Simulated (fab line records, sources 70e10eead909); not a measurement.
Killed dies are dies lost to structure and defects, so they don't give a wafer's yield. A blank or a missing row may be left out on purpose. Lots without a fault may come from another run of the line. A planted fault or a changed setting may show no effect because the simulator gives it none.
Which tool did it? | flow nand_harc | 11 lots, 33 wafers sampled, at 6 steps of a route of 1302

WHAT THE GAUGES READ, wafer by wafer
NHARC_P_CONTACT_CD_MEAS_19.
lot  | measured     | on        | cd_nm (nm)
L075 | day 6 05:17  | cd_sem-02 | 89.4 92.5 88.0
L078 | day 7 13:45  | cd_sem-02 | 94.0 92.7 92.6
L080 | day 8 05:40  | cd_sem-01 | 89.2 91.5 89.0
L082 | day 9 04:13  | cd_sem-02 | 88.0 90.3 90.5
L085 | day 10 15:58 | cd_sem-02 | 89.0 88.0 88.9
L087 | day 11 08:37 | cd_sem-02 | 90.1 88.3 90.8
L089 | day 12 01:48 | cd_sem-03 | 89.9 89.7 88.3
L091 | day 12 18:12 | cd_sem-03 | 88.4 91.9 91.1
L093 | day 13 20:19 | cd_sem-01 | 90.4 89.5 90.6
L095 | day 14 12:55 | cd_sem-01 | 90.5 93.2 94.2
L097 | day 15 17:56 | cd_sem-01 | 91.8 90.0 91.7

WHICH TOOL RAN EACH LOT (tool, then ch and the chambers of the sampled wafers, then the start)
lot  | NHARC_P_ZERO_WELL_ETCH_65         | NHARC_P_ZERO_WELL_ETCH_62                     | NHARC_P_GATE_DESCUM_31             | NHARC_P_GATE_ETCH_114                         | NHARC_P_GATE_DEGAS_109
L075 | rie_diel-02 ch 1,2,3, day 2 07:37 | rie_diel-02 ch 0,1,2, day 5 08:11 or earlier  | rie_diel-08 ch 0,1,2, day 5 08:11  | rie_diel-08 ch 1,2,3, day 6 01:19 or earlier  | pvd_sputter-02, day 6 01:19
L078 | rie_diel-01 ch 0,3, day 3 13:32   | rie_diel-01 ch 0,2,3, day 6 16:53 or earlier  | rie_diel-08 ch 1,2,3, day 6 16:53  | rie_diel-08 ch 0,1,3, day 7 10:05 or earlier  | pvd_sputter-01, day 7 10:05
L080 | rie_diel-01 ch 0,2,3, day 4 09:22 | rie_diel-01 ch 0,1, day 7 08:22 or earlier    | rie_diel-08 ch 0,1,2, day 7 08:22  | rie_diel-08 ch 0,1,3, day 8 01:56 or earlier  | pvd_sputter-02, day 8 01:56
L082 | rie_diel-02 ch 2,3, day 5 05:30   | rie_diel-02 ch 0,2,3, day 8 04:26 or earlier  | rie_diel-03 ch 0,2,3, day 8 04:26  | rie_diel-03 ch 0,1,2, day 9 00:44 or earlier  | pvd_sputter-02, day 9 00:44
L085 | rie_diel-13 ch 0,3, day 6 11:30   | rie_diel-13 ch 1,2,3, day 9 19:05 or earlier  | rie_diel-08 ch 0,3, day 9 19:05    | rie_diel-08 ch 0,1,3, day 10 12:14 or earlier | pvd_sputter-02, day 10 12:14
L087 | rie_diel-13 ch 0,1,3, day 7 07:29 | rie_diel-13 ch 1,3, day 10 09:31 or earlier   | rie_diel-03 ch 0,1,2, day 10 09:31 | rie_diel-03 ch 0,3, day 11 05:07 or earlier   | pvd_sputter-01, day 11 05:07
L089 | rie_diel-01 ch 1,3, day 8 03:33   | rie_diel-01 ch 1,2,3, day 11 04:40 or earlier | rie_diel-04 ch 0,1, day 11 04:40   | rie_diel-04 ch 0,1,2, day 11 22:12 or earlier | pvd_sputter-03, day 11 22:12
L091 | rie_diel-02 ch 1,2,3, day 8 23:32 | rie_diel-02 ch 2,3, day 11 20:47 or earlier   | rie_diel-03 ch 2,3, day 11 20:47   | rie_diel-03 ch 2,3, day 12 14:05 or earlier   | pvd_sputter-02, day 12 14:05
L093 | rie_diel-02 ch 0,1,3, day 9 19:30 | rie_diel-02 ch 0,1,2, day 12 23:28 or earlier | rie_diel-04 ch 0,3, day 12 23:28   | rie_diel-04 ch 0,1, day 13 16:50 or earlier   | pvd_sputter-02, day 13 16:50
L095 | rie_diel-13 ch 1,2, day 10 15:29  | rie_diel-13 ch 0,2,3, day 13 15:49 or earlier | rie_diel-03 ch 0,3, day 13 15:49   | rie_diel-03 ch 1,3, day 14 09:25 or earlier   | pvd_sputter-02, day 14 09:25
L097 | rie_diel-01 ch 1,2, day 11 11:38  | rie_diel-01 ch 2,3, day 14 20:44 or earlier   | rie_diel-03 ch 0,1, day 14 20:44   | rie_diel-03 ch 1,2, day 15 14:09 or earlier   | pvd_sputter-01, day 15 14:09
- NHARC_P_ZERO_WELL_ETCH_65: etches the open film in N2/H2, target depth 80 nm, overetch 24 nm, time 87.88 s.
- NHARC_P_ZERO_WELL_ETCH_62: etches the open film in CHF3/Ar, target depth 13 nm, time 6.5 s.
- NHARC_P_GATE_DESCUM_31: chemistry O2, time 3 s.
- NHARC_P_GATE_ETCH_114: etches the open film in CF4/O2, target depth 30 nm, overetch 3 nm, time 16.5 s.
- NHARC_P_GATE_DEGAS_109: time 60 s.

THE ANSWER, worked out from the rows above alone
Rule: what is usual is taken from the lots themselves. Put in order of their means at a reading, lots are off if they are a third of the lots or fewer, leave a main group of 4 or more, and stand apart from it by a gap of 3 or more times the standard deviation of the main group's means; of several such gaps the widest counts. A main group whose means are all the same, to the digits that the tables above print for the reading, isn't used. A lot without any number at a reading at which 4 lots or more have one is off too. The other lots that the step has rows for count as sound.
No lot is off at any reading shown: from this, nothing can be told.

WHAT THE SIMULATOR HAD PUT IN
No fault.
